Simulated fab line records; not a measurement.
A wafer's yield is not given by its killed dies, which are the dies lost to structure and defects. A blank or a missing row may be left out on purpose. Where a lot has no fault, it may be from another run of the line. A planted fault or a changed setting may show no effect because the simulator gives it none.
fab line records	flow nand-harc
[record] lots = 6	wafers = 18	last-day = 33
route steps=1302 shown A_STAIRCASE@660 END@1302
lots that met no fault: taken from a fault-free run of the same line
start-h: hours from the record's first day to the start of the lot's first wafer shown	wait-h: hours elapsed since this lot's preceding step	" identical to the entry in the row above	L1.1+2: a single row standing in for several wafers	- no value present, or no start provided	* or withheld: withheld	< > ~ a bound
route shown NAME@n: NAME is a module with steps in the file, n the number in the route of the first one	usual: mean/standard deviation of fault-free wafers	same: alike in all rows	chamber/n: place in a boat	sites: per-site readings	_std_site: standard deviation across them	_edge_site: the outer-site mean with the inner-site mean subtracted	radius-mm: for every site, how far away it sits from the centre of the wafer	mask NAME#n: copy n	behind: the tool/chamber that last shaped the wafer	hold: reason for holding the lot/hours on hold/outcome of the hold	device: the transistor (n, p or np) that didn't switch	end of line: the route-end tests of the same wafers	step lacking rows: just its recipe	killed: not the wafer's yield, but the dies lost to structure and defects at the first sort	map: dies across one wafer; x = killed, . = not, _ = none there
set.NAME: the run value of the setting; set.NAME@STEP: its run value at that earlier step	model.NAME: the simulator's own value behind a step, which no gauge read
lots at selected steps of the route; one table per step, one row per wafer
services: from which hour (start-h, from the record's first day; less than 0 if before it) a tool's chamber was out of use, for how many hours, and why
[[steps]]
[step NHARC_A_STAIRCASE_SOFTBAKE_04]
[recipe] temp-c = 135	time-s = 170
[step NHARC_A_STAIRCASE_EBR_05]
[step NHARC_A_STAIRCASE_EXPOSE_06]
[recipe] na = 0.5	dose-mj = 25.43	mask-id = STAIR
[step NHARC_A_STAIRCASE_PEB_07]
[recipe] peb-temp-c = 115	peb-time-s = 130
[step NHARC_A_STAIRCASE_DEVELOP_08]
[recipe] time-s = 140
[step NHARC_A_STAIRCASE_HARDBAKE_10]
[recipe] temp-c = 120	time-s = 140
[step NHARC_A_STAIRCASE_DESCUM_11]
[recipe] time-s = 3	o2-flow-sccm = 200	ar-flow-sccm = 0	bias-power-w = 0	chemistry = O2
[usual] drypump-motor-current-A = 5.5/0.57	oes-product-au = 1.000/0.01	rf-vpp-V = 57.8/0.91	showerhead-plenum-p-Torr = 1.89/0.094	throttle-valve-pct = 11.311/0.0094
lot.wafer	tool	chamber	start-h	wait-h	drypump-motor-current-A	oes-product-au	rf-hours-counter-h	rf-vpp-V	showerhead-plenum-p-Torr	throttle-valve-pct
L734.4	rie-diel-13	2	389.90	-	5.7	0.992	14	58.4	1.84	11.306
L734.3	"	3	"	"	5.3	0.998	13	58.4	2.07	11.308
L734.6	"	2	"	"	5.7	0.991	-	56.0	1.84	11.315
L733.1	rie-diel-13	2	390.10	-	5.6	0.996	14	56.1	1.84	11.322
L733.4	"	0	"	"	6.5	1.003	11	58.0	1.87	11.317
L733.5	"	2	"	"	5.6	0.996	-	58.1	1.84	11.294
L740.4	rie-diel-13	3	454.12	-	5.2	1.002	44	58.6	2.06	11.315
L740.1	"	0	"	"	6.5	1.025	38	58.0	1.86	11.313
L740.2	"	1	"	"	4.8	1.001	45	59.6	1.85	11.302
L739.1	rie-diel-13	1	454.56	-	4.8	0.996	45	57.7	1.85	11.310
L739.2	"	2	"	"	5.6	1.004	45	57.4	1.83	11.317
L739.4	"	3	"	"	5.2	0.998	44	58.2	2.06	11.303
L750.3	rie-diel-11	2	565.19	-	5.3	1.005	38	58.4	1.83	11.309
L750.2	"	3	"	"	6.2	0.991	41	58.9	2.04	11.306
L750.6	"	2	"	"	5.3	1.003	-	56.8	1.83	11.319
L751.2	rie-diel-11	2	574.87	-	5.3	1.010	43	56.4	1.83	11.322
L751.6	"	0	"	"	5.9	1.005	-	58.0	2.02	11.302
L751.5	"	1	"	"	6.3	0.982	-	58.6	1.88	11.322
[step NHARC_A_STAIRCASE_TRIM_12]
[recipe] time-s = 211.2	o2-flow-sccm = 500	ar-flow-sccm = 0	bias-w = 0	chemistry = O2
[usual] drypump-motor-current-A = 5.6/0.57	oes-product-au = 1.000/0.011	rf-vpp-V = 57.7/0.87	showerhead-plenum-p-Torr = 3.49/0.15	throttle-valve-pct = 17.037/0.0086
lot.wafer	tool	chamber	start-h	wait-h	drypump-motor-current-A	oes-product-au	rf-hours-counter-h	rf-vpp-V	showerhead-plenum-p-Torr	throttle-valve-pct
L734.3	rie-diel-13	1	390.00	0.1	4.8	0.987	11	56.7	3.44	17.037
L734.4	"	2	"	"	5.6	0.998	14	58.8	3.41	17.033
L734.6	"	0	"	"	6.5	1.023	-	57.2	3.46	17.031
L733.1	rie-diel-13	3	390.20	0.1	5.3	0.995	13	58.0	3.80	17.038
L733.4	"	0	"	"	6.5	1.010	11	57.7	3.46	17.042
L733.5	"	1	"	"	4.8	0.976	-	58.0	3.44	17.031
L740.1	rie-diel-13	1	454.22	0.1	4.8	0.998	45	58.9	3.42	17.055
L740.2	"	2	"	"	5.6	0.997	45	57.4	3.39	17.035
L740.4	"	3	"	"	5.2	0.998	44	60.3	3.78	17.032
L739.1	rie-diel-13	2	454.81	0.2	5.6	1.011	45	58.3	3.39	17.039
L739.2	"	3	"	"	5.2	1.007	44	56.6	3.78	17.038
L739.4	"	0	"	"	6.5	1.025	38	56.3	3.44	17.038
L750.2	rie-diel-11	0	565.31	0.1	6.0	1.000	40	57.8	3.72	17.027
L750.3	"	3	"	"	6.2	0.981	41	57.8	3.75	17.033
L750.6	"	1	"	"	6.3	0.990	-	57.6	3.47	17.040
L751.2	rie-diel-11	1	574.98	0.1	6.3	0.982	43	59.8	3.47	17.046
L751.5	"	2	"	"	5.3	1.011	-	57.7	3.38	17.036
L751.6	"	3	"	"	6.2	0.999	-	56.9	3.75	17.027
[step NHARC_A_STAIRCASE_ETCH_13]
[recipe] target-depth-a = 1000	time-s = 40.5	ion-energy-ev = 400	c4f8-flow-sccm = 20	o2-flow-sccm = 10	ar-flow-sccm = withheld	rf-w = 600	bias-w = 1000	chemistry = C4F8/O2
[usual] oes-product-au = 0.941/0.013	rf-vpp-V = 895/5.7
lot.wafer	tool	chamber	start-h	wait-h	oes-product-au	rf-hours-counter-h	rf-vpp-V
L734.3	rie-diel-13	3	-	-	0.939	13	906
L734.4	"	0	"	"	0.950	11	894
L734.6	"	2	"	"	0.942	-	891
L733.4	rie-diel-13	0	-	-	0.941	11	894
L733.1	"	2	"	"	0.928	14	891
L733.5	"	3	"	"	0.951	-	906
L740.1	rie-diel-13	0	-	-	0.935	38	893
L740.2	"	2	"	"	0.907	45	891
L740.4	"	3	"	"	0.928	44	906
L739.4	rie-diel-13	3	-	-	0.939	44	905
L739.1	"	0	"	"	0.949	38	892
L739.2	"	1	"	"	0.931	45	891
L750.2	rie-diel-11	2	-	-	0.951	38	890
L750.3	"	0	"	"	0.945	40	902
L750.6	"	3	"	"	0.928	-	904
L751.2	rie-diel-11	2	-	-	0.959	43	890
L751.5	"	1	"	"	0.938	-	894
L751.6	"	2	"	"	0.962	-	890
[step NHARC_A_STAIRCASE_TRIM_14]
[recipe] time-s = 211.2	o2-flow-sccm = 500	ar-flow-sccm = 0	bias-w = 0	chemistry = O2
[usual] drypump-motor-current-A = 5.6/0.57	oes-product-au = 1.000/0.011	rf-vpp-V = 57.8/0.95	showerhead-plenum-p-Torr = 3.50/0.16	throttle-valve-pct = 17.037/0.01
lot.wafer	tool	chamber	start-h	wait-h	drypump-motor-current-A	oes-product-au	rf-hours-counter-h	rf-vpp-V	showerhead-plenum-p-Torr	throttle-valve-pct
L734.3	rie-diel-13	0	-	-	6.5	1.007	11	58.9	3.46	17.041
L734.4	"	1	"	"	4.8	0.994	12	57.7	3.44	17.035
L734.6	"	0	"	"	6.5	1.028	-	58.1	3.46	17.043
L733.1	rie-diel-13	0	-	-	6.5	1.006	11	58.7	3.46	17.034
L733.4	"	2	"	"	5.6	0.991	14	57.7	3.41	17.039
L733.5	"	1	"	"	4.8	1.007	-	58.2	3.44	17.033
L740.2	rie-diel-13	3	-	-	5.3	0.997	44	59.6	3.78	17.014
L740.1	"	0	"	"	6.5	1.020	38	59.4	3.44	17.047
L740.4	"	1	"	"	4.8	1.001	45	58.3	3.42	17.022
L739.4	rie-diel-13	2	-	-	5.7	1.011	46	56.2	3.39	17.045
L739.2	"	3	"	"	5.3	1.006	44	57.9	3.78	17.045
L739.1	"	0	"	"	6.5	1.013	38	57.5	3.44	17.029
L750.3	rie-diel-11	0	-	-	6.0	1.002	40	59.4	3.72	17.046
L750.2	"	3	"	"	6.2	0.983	41	57.6	3.75	17.039
L750.6	"	0	"	"	6.0	0.994	-	57.3	3.72	17.055
L751.2	rie-diel-11	2	-	-	5.3	1.006	43	58.2	3.38	17.054
L751.5	"	2	"	"	5.3	1.015	-	58.0	3.38	17.010
L751.6	"	3	"	"	6.2	0.988	-	58.4	3.75	17.035
[step NHARC_A_STAIRCASE_ETCH_15]
[recipe] target-depth-a = 1000	time-s = 40.5	ion-energy-ev = 400	c4f8-flow-sccm = 20	o2-flow-sccm = 10	ar-flow-sccm = withheld	rf-w = 600	bias-w = 1000	chemistry = C4F8/O2
[step NHARC_A_STAIRCASE_TRIM_16]
[recipe] time-s = 211.2	o2-flow-sccm = 500	ar-flow-sccm = 0	bias-w = 0	chemistry = O2
[usual] drypump-motor-current-A = 5.6/0.59	oes-product-au = 1.001/0.01	rf-vpp-V = 57.7/0.95	showerhead-plenum-p-Torr = 3.51/0.17	throttle-valve-pct = 17.037/0.01
lot.wafer	tool	chamber	start-h	wait-h	drypump-motor-current-A	oes-product-au	rf-hours-counter-h	rf-vpp-V	showerhead-plenum-p-Torr	throttle-valve-pct
L734.4	rie-diel-13	2	390.53	-	5.6	1.005	14	57.7	3.41	17.033
L734.3	"	1	"	"	4.8	0.976	12	57.0	3.44	17.042
L734.6	"	2	"	"	5.6	0.993	-	57.2	3.41	17.035
L733.1	rie-diel-13	3	390.71	-	5.3	1.005	14	58.7	3.80	17.075
L733.4	"	1	"	"	4.8	0.984	12	57.5	3.44	17.037
L733.5	"	0	"	"	6.5	1.011	-	55.6	3.46	17.028
L740.1	rie-diel-13	3	454.88	-	5.3	1.349	44	58.9	3.78	17.035
L740.4	"	0	"	"	6.5	1.018	38	57.8	3.44	17.047
L740.2	"	2	"	"	5.6	1.008	45	56.7	3.39	17.055
L739.2	rie-diel-13	3	455.33	-	5.2	1.006	44	59.0	3.78	17.031
L739.4	"	1	"	"	4.8	0.999	46	57.5	3.42	17.032
L739.1	"	2	"	"	5.7	1.359	46	58.1	3.39	17.037
L750.3	rie-diel-11	3	565.78	-	6.2	0.984	42	58.3	3.75	17.027
L750.2	"	1	"	"	6.3	0.980	39	58.0	3.47	17.019
L750.6	"	0	"	"	6.0	0.999	-	58.4	3.72	17.030
L751.2	rie-diel-11	2	575.44	-	5.3	1.007	43	56.8	3.38	17.032
L751.6	"	3	"	"	6.2	0.990	-	58.3	3.75	17.029
L751.5	"	0	"	"	6.0	1.005	-	57.5	3.72	17.040
[step NHARC_A_STAIRCASE_ETCH_17]
[recipe] target-depth-a = 1000	time-s = 40.5	ion-energy-ev = 400	c4f8-flow-sccm = 20	o2-flow-sccm = 10	ar-flow-sccm = withheld	rf-w = 600	bias-w = 1000	chemistry = C4F8/O2
[usual] oes-product-au = 0.943/0.011	rf-vpp-V = 895/5.8
lot.wafer	tool	chamber	start-h	wait-h	oes-product-au	rf-hours-counter-h	rf-vpp-V
L734.4	rie-diel-13	0	-	-	0.950	11	897
L734.3	"	2	"	"	0.935	14	891
L734.6	"	0	"	"	0.946	-	894
L733.1	rie-diel-13	1	-	-	0.932	12	893
L733.4	"	3	"	"	0.935	14	906
L733.5	"	2	"	"	0.942	-	891
L740.4	rie-diel-13	2	-	-	0.941	45	891
L740.1	"	3	"	"	0.938	44	904
L740.2	"	0	"	"	0.952	38	893
L739.1	rie-diel-13	1	-	-	0.951	46	891
L739.4	"	2	"	"	0.949	46	893
L739.2	"	0	"	"	0.954	39	893
L750.2	rie-diel-11	0	-	-	0.930	40	903
L750.3	"	2	"	"	0.938	38	890
L750.6	"	0	"	"	0.929	-	902
L751.2	rie-diel-11	2	-	-	0.961	43	891
L751.5	"	0	"	"	0.950	-	901
L751.6	"	1	"	"	0.941	-	893
[step NHARC_END_SORT_01]
[recipe] temp-c = 25
[usual] killed-at-array = 55/20	killed-at-other = 0.7/0.96	killed-at-periphery = 4.1/2.4	killed-dies = 60/20	killed-open = 3.3/1.9	killed-short = 2.8/1.6
[same] gross-dies = 677
lot.wafer	tool	chamber	start-h	wait-h	killed-at-array	killed-at-other	killed-at-periphery	killed-dies	killed-open	killed-short
L733.1	prober-02	0	607.09	2.5	43	2	6	51	5	1
L733.4	prober-02	0	609.51	3.4	57	1	4	62	0	2
L733.5	prober-02	0	610.32	3.7	46	0	3	49	2	3
L739.1	prober-02	0	654.58	2.5	672	0	5	677	0	2
L739.2	prober-02	0	655.39	2.8	49	1	9	59	6	3
L739.4	prober-02	0	657.01	3.4	45	0	10	55	5	1
L740.1	prober-02	0	671.21	2.5	673	0	4	677	2	1
L740.2	prober-02	0	672.00	2.8	40	1	10	51	2	7
L740.4	prober-02	0	673.59	3.4	29	0	8	37	1	2
// killed by level:class
L733.1 A_CHANNEL_HOLE_D2:chamber-film-flake=31 A_CHANNEL_HOLE_D1:chamber-film-flake=4 P_M0:geometric-particle:open=2 P_GATE:chamber-film-flake=2 A_CONTACT:chamber-film-flake=2 THIN_TSV:chamber-film-flake=2 P_CONTACT:geometric-particle:open=1 A_ONON_D1:geometric-particle:open=1
L733.4 A_CHANNEL_HOLE_D2:chamber-film-flake=37 A_CONTACT:chamber-film-flake=5 P_GATE:chamber-film-flake=4 A_CHANNEL_HOLE_D1:chamber-film-flake=3 A_M1:chamber-film-flake=3 A_ZERO_WELL:chamber-film-flake=2 A_DECK1_JOINT:chamber-film-flake=2 A_STAIRCASE:chamber-film-flake=2
L733.5 A_CHANNEL_HOLE_D2:chamber-film-flake=30 A_CHANNEL_HOLE_D1:chamber-film-flake=3 A_CONTACT:chamber-film-flake=3 A_ONON_D1:geometric-particle:short=2 P_GATE:chamber-film-flake=2 A_DECK1_JOINT:chamber-film-flake=2 A_STAIRCASE:chamber-film-flake=2 P_M1:geometric-particle:short=1
L739.1 A_STAIRCASE:area-trim=629 A_SLIT:chamber-film-flake=26 P_M2:chamber-film-flake=4 A_DECK1_JOINT:chamber-film-flake=4 A_CONTACT:chamber-film-flake=4 A_CHANNEL_HOLE_D1:chamber-film-flake=3 A_DECK1_JOINT:geometric-particle:short=1 A_SGD_CUT:geometric-particle:short=1
L739.2 A_SLIT:chamber-film-flake=24 A_CHANNEL_HOLE_D1:chamber-film-flake=8 A_CONTACT:chamber-film-flake=7 P_M2:chamber-film-flake=4 P_CONTACT:geometric-particle:open=2 P_BONDPAD:chamber-film-flake=2 A_SOURCE_PLATE:geometric-particle:open=1 A_ONON_D1:geometric-particle:open=1
L739.4 A_SLIT:chamber-film-flake=31 P_M2:chamber-film-flake=5 A_CONTACT:chamber-film-flake=4 A_CHANNEL_HOLE_D1:chamber-film-flake=3 P_BONDPAD:chamber-film-flake=2 A_DECK1_JOINT:chamber-film-flake=2 P_GATE:geometric-particle:open=1 P_CONTACT:geometric-particle:open=1
L740.1 A_STAIRCASE:area-trim=645 A_CHANNEL_HOLE_D2:chamber-film-flake=16 A_CHANNEL_HOLE_D1:chamber-film-flake=5 P_GATE:chamber-film-flake=2 A_SLIT:chamber-film-flake=2 A_M1:chamber-film-flake=2 P_CONTACT:geometric-particle:short=1 P_M0:geometric-particle:open=1
L740.2 A_CHANNEL_HOLE_D2:chamber-film-flake=19 A_CHANNEL_HOLE_D1:chamber-film-flake=4 A_SLIT:chamber-film-flake=4 A_WL_FILL:geometric-particle:short=3 P_M2:chamber-film-flake=3 P_BONDPAD:chamber-film-flake=3 A_CONTACT:chamber-film-flake=3 P_CONTACT:geometric-particle:open=1
L740.4 A_CHANNEL_HOLE_D2:chamber-film-flake=13 A_CHANNEL_HOLE_D1:chamber-film-flake=5 A_SLIT:chamber-film-flake=4 P_GATE:chamber-film-flake=3 A_CONTACT:chamber-film-flake=3 P_BONDPAD:chamber-film-flake=2 P_CONTACT:geometric-particle:open=1 A_ONON_D2:geometric-particle:short=1
// map L739.1 (x killed, . not)
____________x____________
_________xxxxxxx_________
_______xxxxxxxxxxx_______
______xxxxxxxxxxxxx______
_____xxxxxxxxxxxxxxx_____
____xxxxxxxxxxxxxxxxx____
____xxxxxxxxxxxxxxxxx____
___xxxxxxxxxxxxxxxxxxx___
___xxxxxxxxxxxxxxxxxxx___
__xxxxxxxxxxxxxxxxxxxxx__
__xxxxxxxxxxxxxxxxxxxxx__
_xxxxxxxxxxxxxxxxxxxxxxx_
_xxxxxxxxxxxxxxxxxxxxxxx_
_xxxxxxxxxxxxxxxxxxxxxxx_
_xxxxxxxxxxxxxxxxxxxxxxx_
_xxxxxxxxxxxxxxxxxxxxxxx_
xxxxxxxxxxxxxxxxxxxxxxxxx
xxxxxxxxxxxxxxxxxxxxxxxxx
xxxxxxxxxxxxxxxxxxxxxxxxx
xxxxxxxxxxxxxxxxxxxxxxxxx
xxxxxxxxxxxxxxxxxxxxxxxxx
_xxxxxxxxxxxxxxxxxxxxxxx_
_xxxxxxxxxxxxxxxxxxxxxxx_
_xxxxxxxxxxxxxxxxxxxxxxx_
_xxxxxxxxxxxxxxxxxxxxxxx_
_xxxxxxxxxxxxxxxxxxxxxxx_
__xxxxxxxxxxxxxxxxxxxxx__
__xxxxxxxxxxxxxxxxxxxxx__
___xxxxxxxxxxxxxxxxxxx___
___xxxxxxxxxxxxxxxxxxx___
____xxxxxxxxxxxxxxxxx____
____xxxxxxxxxxxxxxxxx____
_____xxxxxxxxxxxxxxx_____
______xxxxxxxxxxxxx______
_______xxxxxxxxxxx_______
_________xxxxxxx_________
____________x____________
// map L740.1 (x killed, . not)
____________x____________
_________xxxxxxx_________
_______xxxxxxxxxxx_______
______xxxxxxxxxxxxx______
_____xxxxxxxxxxxxxxx_____
____xxxxxxxxxxxxxxxxx____
____xxxxxxxxxxxxxxxxx____
___xxxxxxxxxxxxxxxxxxx___
___xxxxxxxxxxxxxxxxxxx___
__xxxxxxxxxxxxxxxxxxxxx__
__xxxxxxxxxxxxxxxxxxxxx__
_xxxxxxxxxxxxxxxxxxxxxxx_
_xxxxxxxxxxxxxxxxxxxxxxx_
_xxxxxxxxxxxxxxxxxxxxxxx_
_xxxxxxxxxxxxxxxxxxxxxxx_
_xxxxxxxxxxxxxxxxxxxxxxx_
xxxxxxxxxxxxxxxxxxxxxxxxx
xxxxxxxxxxxxxxxxxxxxxxxxx
xxxxxxxxxxxxxxxxxxxxxxxxx
xxxxxxxxxxxxxxxxxxxxxxxxx
xxxxxxxxxxxxxxxxxxxxxxxxx
_xxxxxxxxxxxxxxxxxxxxxxx_
_xxxxxxxxxxxxxxxxxxxxxxx_
_xxxxxxxxxxxxxxxxxxxxxxx_
_xxxxxxxxxxxxxxxxxxxxxxx_
_xxxxxxxxxxxxxxxxxxxxxxx_
__xxxxxxxxxxxxxxxxxxxxx__
__xxxxxxxxxxxxxxxxxxxxx__
___xxxxxxxxxxxxxxxxxxx___
___xxxxxxxxxxxxxxxxxxx___
____xxxxxxxxxxxxxxxxx____
____xxxxxxxxxxxxxxxxx____
_____xxxxxxxxxxxxxxx_____
______xxxxxxxxxxxxx______
_______xxxxxxxxxxx_______
_________xxxxxxx_________
____________x____________
[[services]]
tool	chamber	start-h	hours	kind
rie-diel-13	0	376.60	-	clean
rie-diel-13	1	376.60	-	clean
rie-diel-13	2	376.60	-	clean
rie-diel-13	3	376.60	-	clean
rie-diel-13	0	402.30	-	clean
rie-diel-13	1	402.30	-	clean
rie-diel-13	2	402.30	-	clean
rie-diel-13	3	402.30	-	clean
rie-diel-11	1	406.30	4.6	repair
rie-diel-11	0	412.92	1.2	repair
rie-diel-13	0	414.23	11.1	repair
rie-diel-13	0	426.80	-	clean
rie-diel-13	1	426.80	-	clean
rie-diel-13	2	426.80	-	clean
rie-diel-13	3	426.80	-	clean
rie-diel-11	-	432.72	9.0	pm
rie-diel-13	0	451.30	-	clean
rie-diel-13	1	451.30	-	clean
rie-diel-13	2	451.30	-	clean
rie-diel-11	0	477.13	5.4	repair
rie-diel-11	-	480.17	0.7	repair
rie-diel-11	2	485.48	1.2	repair
rie-diel-13	-	520.02	9.0	pm
rie-diel-11	0	544.89	2.9	repair
[[key]]
[first-sign] step = NHARC_A_STAIRCASE_TRIM_16	reading = oes-product-au	direction = up	sigmas = 35	usual = 1.001	struck = 1.354
[effect] step = NHARC_END_SORT_01	reading = killed-dies	direction = up	sigmas = 31	usual = 60	struck = 677
[more-kills-born-at] NHARC_A_STAIRCASE_TRIM_16@rie-diel-13 = 1274
met-at NHARC_A_STAIRCASE_TRIM_16
struck-wafers L739.1,L740.1
later-rows-left-out L739.1,L740.1
tester-left-out L739,L740
onset-between 390.71 454.88
[fault] kind = process-parameter-drift	tool = rie-diel-13	chamber = -	onset-h = 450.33	steps = NHARC_A_STAIRCASE_TRIM_16	channel = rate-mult	offset = 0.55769	shape = step	end-h = 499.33	scope = struck-wafers-only
// tester-left-out: of these lots the tester's yield and bins aren't shown, on N5 and GAA mostly nor the transistor test; their killed dies are dies lost to structure and defects alone, not to doping, threshold or leakage, so they don't give the yield
// later-rows-left-out: the simulator's readings of these wafers behind a module that went badly wrong aren't trusted and aren't shown, but for the sort
